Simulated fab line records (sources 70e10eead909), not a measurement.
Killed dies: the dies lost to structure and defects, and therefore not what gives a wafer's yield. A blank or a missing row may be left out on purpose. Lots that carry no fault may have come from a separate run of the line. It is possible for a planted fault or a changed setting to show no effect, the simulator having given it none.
What tool caused it? | flow nand_harc | 14 lots with 42 wafers sampled at 5 steps, on a route of 1302 steps

## WHAT THE GAUGES READ, wafer by wafer
NHARC_END_SORT_01. Usual: defect_limited_yield 90.9 %, standard deviation 2.4; killed_at_array 56, standard deviation 17; killed_at_other 1.2, standard deviation 1.4; killed_at_periphery 4, standard deviation 3.2; killed_dies 61, standard deviation 16; killed_open 3.6, standard deviation 2.1; killed_short 2.7, standard deviation 1.8.
lot  | measured     | on        | defect_limited_yield (%) | killed_at_array | killed_at_other | killed_at_periphery | killed_dies | killed_open | killed_short | flag
L394 | day 31 02:25 | prober-02 | 77.4 78.6 76.1           | 66 65 80        | 5 2 1           | 82 78 81            | 153 145 162 | 0 1 4       | 0 2 1        | OFF
L395 | day 31 17:58 | prober-02 | 80.5 82.1 78.9           | 46 43 65        | 0 0 0           | 86 78 78            | 132 121 143 | 3 1 3       | 6 2 5        | OFF
L396 | day 31 19:13 | prober-01 | 79.2 75.3 75.0           | 62 86 74        | 0 0 0           | 79 81 95            | 141 167 169 | 3 2 0       | 4 1 4        | OFF

## TOOL THAT RAN EACH LOT (tool first, then ch and the chambers of the sampled wafers, then the start)
lot  | NHARC_P_M1_PVD_20            | NHARC_A_BONDPAD_PRE_CLEAN_26            | NHARC_A_BONDPAD_PVD_17                  | NHARC_THIN_TSV_DEGAS_53
L378 | pvd_sputter-03, day 6 15:47  | pvd_sputter-01, day 23 21:23 or earlier | pvd_sputter-01, day 23 21:23 or earlier | pvd_sputter-01, day 23 21:23
L379 | pvd_sputter-01, day 6 22:25  | pvd_sputter-03, day 24 09:56 or earlier | pvd_sputter-03, day 24 09:56 or earlier | pvd_sputter-01, day 24 09:56
L382 | pvd_sputter-01, day 8 00:39  | pvd_sputter-01, day 25 22:36 or earlier | pvd_sputter-01, day 25 22:36 or earlier | pvd_sputter-01, day 25 22:36
L384 | pvd_sputter-02, day 8 19:23  | pvd_sputter-03, day 25 17:06 or earlier | pvd_sputter-03, day 25 17:06 or earlier | pvd_sputter-02, day 25 17:06
L385 | pvd_sputter-03, day 9 05:17  | pvd_sputter-01, day 27 07:38 or earlier | pvd_sputter-01, day 27 07:38 or earlier | pvd_sputter-01, day 27 07:38
L386 | pvd_sputter-01, day 9 16:44  | pvd_sputter-02, day 27 06:43 or earlier | pvd_sputter-02, day 27 06:43 or earlier | pvd_sputter-03, day 27 06:43
L387 | pvd_sputter-02, day 10 12:46 | pvd_sputter-03, day 28 04:02 or earlier | pvd_sputter-03, day 28 04:02 or earlier | pvd_sputter-02, day 28 04:02
L388 | pvd_sputter-03, day 10 17:58 | pvd_sputter-03, day 28 16:54 or earlier | pvd_sputter-03, day 28 16:54 or earlier | pvd_sputter-02, day 28 16:54
L390 | pvd_sputter-03, day 11 10:59 | pvd_sputter-02, day 30 00:20 or earlier | pvd_sputter-02, day 30 00:20 or earlier | pvd_sputter-03, day 30 00:20
L394 | pvd_sputter-03, day 13 01:25 | pvd_sputter-02, day 30 15:28 or earlier | pvd_sputter-02, day 30 15:28 or earlier | pvd_sputter-02, day 30 15:28
L395 | pvd_sputter-03, day 13 15:31 | pvd_sputter-02, day 31 07:45 or earlier | pvd_sputter-02, day 31 07:45 or earlier | pvd_sputter-01, day 31 07:45
L396 | pvd_sputter-03, day 13 20:58 | pvd_sputter-01, day 31 06:31 or earlier | pvd_sputter-01, day 31 06:31 or earlier | pvd_sputter-02, day 31 06:31
L399 | pvd_sputter-02, day 15 03:06 | pvd_sputter-01, day 32 17:40 or earlier | pvd_sputter-01, day 32 17:40 or earlier | pvd_sputter-03, day 32 17:40
L400 | pvd_sputter-01, day 15 11:42 | pvd_sputter-03, day 32 16:50 or earlier | pvd_sputter-03, day 32 16:50 or earlier | pvd_sputter-02, day 32 16:50
- NHARC_P_M1_PVD_20: deposits TaN, target thk 5 nm, time 8.06 s.
- NHARC_A_BONDPAD_PRE_CLEAN_26: time 30 s.
- NHARC_A_BONDPAD_PVD_17: deposits TaN, target thk 5 nm, time 8.06 s.
- NHARC_THIN_TSV_DEGAS_53: time 60 s.

## WHAT THE TOOLS THEMSELVES READ (means of the sampled wafers that have a number; where no wafer has one, the mark that the record gives instead)
NHARC_P_M1_PVD_20. Usual: substrate_temp_c 50.02 C, standard deviation 0.11; throttle_valve_pct 30.2 %, standard deviation 1.
lot  | tool           | substrate_temp_c (C) | throttle_valve_pct (%) | flag
L378 | pvd_sputter-03 | 49.93                | 30.6                   |
L379 | pvd_sputter-01 | 50.03                | 30.2                   |
L382 | pvd_sputter-01 | 49.99                | 29.9                   |
L384 | pvd_sputter-02 | 50.07                | 29.9                   |
L385 | pvd_sputter-03 | 49.98                | 31.2                   |
L386 | pvd_sputter-01 | 50.10                | 29.6                   |
L387 | pvd_sputter-02 | 49.99                | 29.8                   |
L388 | pvd_sputter-03 | 49.98                | 30.9                   |
L390 | pvd_sputter-03 | 49.99                | 30.9                   |
L394 | pvd_sputter-03 | 50.06                | 31.1                   |
L395 | pvd_sputter-03 | 50.11                | 29.9                   |
L396 | pvd_sputter-03 | 50.11                | 31.1                   |
L399 | pvd_sputter-02 | 50.12                | 30.1                   |
L400 | pvd_sputter-01 | 50.09                | 29.1                   |

NHARC_A_BONDPAD_PRE_CLEAN_26. Usual: heater_power_w at 415 W, with a standard deviation of 39.
lot  | tool           | heater_power_w (W) | flag
L378 | pvd_sputter-01 | 411                |
L379 | pvd_sputter-03 | 405                |
L382 | pvd_sputter-01 | 388                |
L384 | pvd_sputter-03 | 407                |
L385 | pvd_sputter-01 | 414                |
L386 | pvd_sputter-02 | 437                |
L387 | pvd_sputter-03 | 427                |
L388 | pvd_sputter-03 | 422                |
L390 | pvd_sputter-02 | 439                |
L394 | pvd_sputter-02 | 449                |
L395 | pvd_sputter-02 | 445                |
L396 | pvd_sputter-01 | 392                |
L399 | pvd_sputter-01 | 396                |
L400 | pvd_sputter-03 | 423                |

NHARC_A_BONDPAD_PVD_17. Usual: substrate_temp_c 49.99 C, standard deviation 0.12; throttle_valve_pct 30.0 %, standard deviation 0.84.
lot  | tool           | substrate_temp_c (C) | throttle_valve_pct (%) | flag
L378 | pvd_sputter-01 | 50.06                | 29.3                   |
L379 | pvd_sputter-03 | 49.99                | 29.8                   |
L382 | pvd_sputter-01 | 49.97                | 29.3                   |
L384 | pvd_sputter-03 | 50.05                | 30.5                   |
L385 | pvd_sputter-01 | 50.06                | 29.9                   |
L386 | pvd_sputter-02 | 49.94                | 29.5                   |
L387 | pvd_sputter-03 | 50.11                | 30.4                   |
L388 | pvd_sputter-03 | 49.92                | 29.9                   |
L390 | pvd_sputter-02 | 50.10                | 30.5                   |
L394 | pvd_sputter-02 | 50.01                | 29.9                   |
L395 | pvd_sputter-02 | 49.91                | 30.6                   |
L396 | pvd_sputter-01 | 49.95                | 28.8                   |
L399 | pvd_sputter-01 | 49.90                | 29.8                   |
L400 | pvd_sputter-03 | 49.97                | 30.6                   |

NHARC_THIN_TSV_DEGAS_53. Usual: heater_power_w at 470 W, with a standard deviation of 45.
lot  | tool           | heater_power_w (W) | flag
L378 | pvd_sputter-01 | 449                |
L379 | pvd_sputter-01 | 409                |
L382 | pvd_sputter-01 | 437                |
L384 | pvd_sputter-02 | 478                |
L385 | pvd_sputter-01 | 440                |
L386 | pvd_sputter-03 | 430                |
L387 | pvd_sputter-02 | 478                |
L388 | pvd_sputter-02 | 539                |
L390 | pvd_sputter-03 | 468                |
L394 | pvd_sputter-02 | 470                |
L395 | pvd_sputter-01 | 471                |
L396 | pvd_sputter-02 | 507                |
L399 | pvd_sputter-03 | 491                |
L400 | pvd_sputter-02 | 502                |

## THE ANSWER, worked out from the rows above alone
Rule: a lot is off if the mean of its wafers that have a number lies more than 3 standard deviations from the usual mean. Also off: a lot with no number at a reading for which 4 or more lots have one. All remaining lots with rows at the step are treated as sound. Order of review: gauges by route order, followed by the tools' own readings, for which a lot's mean as printed above is used. At the first step where some lot is off, the reading lying furthest off is the one used; lots without a number count as furthest.
Off: L394, L395, L396, at NHARC_END_SORT_01 (killed_at_periphery). Neither off nor sound, because the step has no rows for them: L378, L379, L382, L384, L385, L386, L387, L388, L390, L399, L400.
A tool fits if, at a process step before that reading, it ran every lot that is off, and no sound lot after the first of them. Those tools and the gauges at NHARC_END_SORT_01 are tried in the same way. Because NHARC_A_BONDPAD_PRE_CLEAN_26 lacks a start for some lots, the hours and order of its lots are taken from NHARC_THIN_TSV_DEGAS_53. Because NHARC_A_BONDPAD_PVD_17 lacks a start for some lots, the hours and order of its lots are taken from NHARC_THIN_TSV_DEGAS_53. One fits: NHARC_P_M1_PVD_20 on pvd_sputter-03. It ran no sound lot before its first lot that is off in this sample, so the start can't be narrowed down.

## WHAT WAS PUT IN BY THE SIMULATOR
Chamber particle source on pvd_sputter-03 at NHARC_P_M1_PVD_20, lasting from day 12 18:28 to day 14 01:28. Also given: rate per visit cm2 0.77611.
Struck lots among those shown: L394, L395, L396. The same result came from the rule above.
